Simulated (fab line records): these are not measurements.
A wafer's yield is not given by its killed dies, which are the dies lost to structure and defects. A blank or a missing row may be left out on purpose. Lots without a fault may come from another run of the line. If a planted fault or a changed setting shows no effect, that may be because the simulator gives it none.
Matching of chambers || flow n5_finfet || 3 sister chambers for N5_BEOL_M2_PRE_CLEAN_60 on cvd_co-01
The step time 15 s. 6 wafers are shown with their chamber, then 12 later ones without.

== WAFERS, EACH WITH ITS CHAMBER ==
{"wafer": "L086.5", "chamber": 2, "heater_power_w (W)": 86}
{"wafer": "L089.4", "chamber": 0, "heater_power_w (W)": 101}
{"wafer": "L089.6", "chamber": 1, "heater_power_w (W)": 79}
{"wafer": "L090.1", "chamber": 0, "heater_power_w (W)": 102}
{"wafer": "L090.2", "chamber": 1, "heater_power_w (W)": 78}
{"wafer": "L090.3", "chamber": 2, "heater_power_w (W)": 90}

== WAFERS MISSING THEIR CHAMBER ==
{"wafer": "L090.4", "heater_power_w (W)": 86}
{"wafer": "L090.5", "heater_power_w (W)": 79}
{"wafer": "L090.6", "heater_power_w (W)": 102}
{"wafer": "L094.1", "heater_power_w (W)": 81}
{"wafer": "L094.3", "heater_power_w (W)": 91}
{"wafer": "L094.4", "heater_power_w (W)": 101}
{"wafer": "L095.2", "heater_power_w (W)": 81}
{"wafer": "L095.4", "heater_power_w (W)": 93}
{"wafer": "L095.5", "heater_power_w (W)": 80}
{"wafer": "L097.3", "heater_power_w (W)": 79}
{"wafer": "L097.4", "heater_power_w (W)": 103}
{"wafer": "L097.6", "heater_power_w (W)": 90}

== THE CHAMBER EACH PASSED THROUGH ==
{"wafer": "L090.4", "from the rows above": 2, "in truth": 2}
{"wafer": "L090.5", "from the rows above": 1, "in truth": 1}
{"wafer": "L090.6", "from the rows above": 0, "in truth": 0}
{"wafer": "L094.1", "from the rows above": 1, "in truth": 1}
{"wafer": "L094.3", "from the rows above": 2, "in truth": 2}
{"wafer": "L094.4", "from the rows above": 0, "in truth": 0}
{"wafer": "L095.2", "from the rows above": 1, "in truth": 1}
{"wafer": "L095.4", "from the rows above": 2, "in truth": 2}
{"wafer": "L095.5", "from the rows above": 1, "in truth": 1}
{"wafer": "L097.3", "from the rows above": 1, "in truth": 1}
{"wafer": "L097.4", "from the rows above": 0, "in truth": 0}
{"wafer": "L097.6", "from the rows above": 2, "in truth": 2}
Placed correctly: 12 of 12. From these rows, 0 cannot be placed. Number placed wrongly: 0.
How it was worked out, from the rows above alone: a wafer's distance from a chamber is the root of the sum, over the readings, of the square of ((its reading less the chamber's mean) divided by the reading's scatter). If the next closest chamber is less than 2 further off than the closest, the wafer can't be placed; otherwise it belongs to the closest. Each chamber's mean is taken over the wafers shown for it. The scatter is the square root of a quotient: the sum, over the shown wafers, of each reading's squared deviation from its chamber's mean, divided by wafers minus chambers.
